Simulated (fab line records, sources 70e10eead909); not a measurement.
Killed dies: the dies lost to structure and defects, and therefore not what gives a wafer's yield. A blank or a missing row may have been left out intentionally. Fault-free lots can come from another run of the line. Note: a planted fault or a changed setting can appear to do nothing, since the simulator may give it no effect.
A struck lot beside a sound one :: flow nandHarc :: 14 out of 1159 route steps
Sound: wafers L799.1, L799.2, L799.3. Wafers struck: L810.2, L810.3, L810.6. The cause is named last.
Per side, at each step with rows, come the tool, then ch with its chambers, and then its first start. Under that, the readings that differ: sound wafers :: struck wafers :: difference of the means :: sigmas: that difference in standard deviations of wafers without a fault.
alike: words and numbers the same on both sides, and readings whose means are apart by under 2 such deviations; not compared: readings that were withheld, readings missing a value for some wafer, numbers with overlapping values and no deviation given by the record, and bounds like >300 which may hide the same value.
Wherever a step has rows on one side only, a row that says differs or no value, or a row with sigmas, the two part there. Non-overlapping numbers with no deviation appear without sigmas and do not part them. A reading missing from all wafers of one side parts the sides only when that side holds two or more wafers.

NHARC_A_STAIRCASE_DEP_156: deposits SiNx, target thk 50 nm.
  sound on pecvd-03 ch 0,1,2, day 11 08:02; struck on pecvd-01 ch 0,2, day 13 21:47
  alike: heaterPowerW
then, 9 steps without rows for these wafers: NHARC_A_STAIRCASE_DEHYDRATE_158 (time 120 s); NHARC_A_STAIRCASE_HMDS_159 (time 30 s); NHARC_A_STAIRCASE_COAT_160; NHARC_A_STAIRCASE_SOFTBAKE_161 (time 170 s); NHARC_A_STAIRCASE_EBR_162; NHARC_A_STAIRCASE_EXPOSE_163 (exposes mask STAIR OPEN); NHARC_A_STAIRCASE_PEB_164 (peb time 130 s); NHARC_A_STAIRCASE_DEVELOP_165 (time 140 s); NHARC_A_STAIRCASE_HARDBAKE_167 (time 140 s).
NHARC_A_STAIRCASE_DESCUM_168: chemistry O2, time 3 s.
  sound on rieDiel-07 ch 0,1,2, day 11 09:01; struck on rieDiel-04 ch 1,2, day 13 22:44
  alike: drypumpMotorCurrentA, oesProductAu, rfVppV, showerheadPlenumPTorr, throttleValvePct
  not compared: rfHoursCounterH
NHARC_A_STAIRCASE_ETCH_169: etches the open film in CH3F/O2, target depth 50 nm, time 107.1 s.
  sound on rieDiel-07 ch 1,2,3, day 11 09:07; struck on rieDiel-04 ch 0,2,3, day 13 23:06
reading: runLengthS (s)
sound: 128.9 128.7 128.9
struck: 95.9 95.8 96.1
difference: -32.9
sigmas: -94

reading: timeS (s)
sound: 107.1 107.1 107.1
struck: 74.97 74.97 74.97
difference: -32.13
sigmas: 
  alike: drypumpMotorCurrentA, oesProductAu, rfVppV, showerheadPlenumPTorr, throttleValvePct
  not compared: rfHoursCounterH
NHARC_A_STAIRCASE_ETCH_170: etches the open film in C4F6/O2, target depth 200 nm, time 66.667 s.
  sound: rieDiel-07 ch 0,1,2; struck: rieDiel-04 ch 0,1,2
  alike: c4f6FlowSccm, drypumpMotorCurrentA, oesProductAu, rfVppV, runLengthS, showerheadPlenumPTorr, throttleValvePct, timeS
  not compared: rfHoursCounterH
-- break in the record here, with 8 days between the starts of the struck wafers on either side (left off in module A_STAIRCASE, picked up again in module END, where the first step shown is number 1159 on the route) --
NHARC_END_SORT_01:
  the record has rows for the struck wafers here (prober-01 ch 0, day 22 04:32) and none for the sound ones

== WHERE THEY PART ==
Last at NHARC_END_SORT_01 as far as this record goes, first at NHARC_A_STAIRCASE_ETCH_169.

WHY: the cause the simulator had injected
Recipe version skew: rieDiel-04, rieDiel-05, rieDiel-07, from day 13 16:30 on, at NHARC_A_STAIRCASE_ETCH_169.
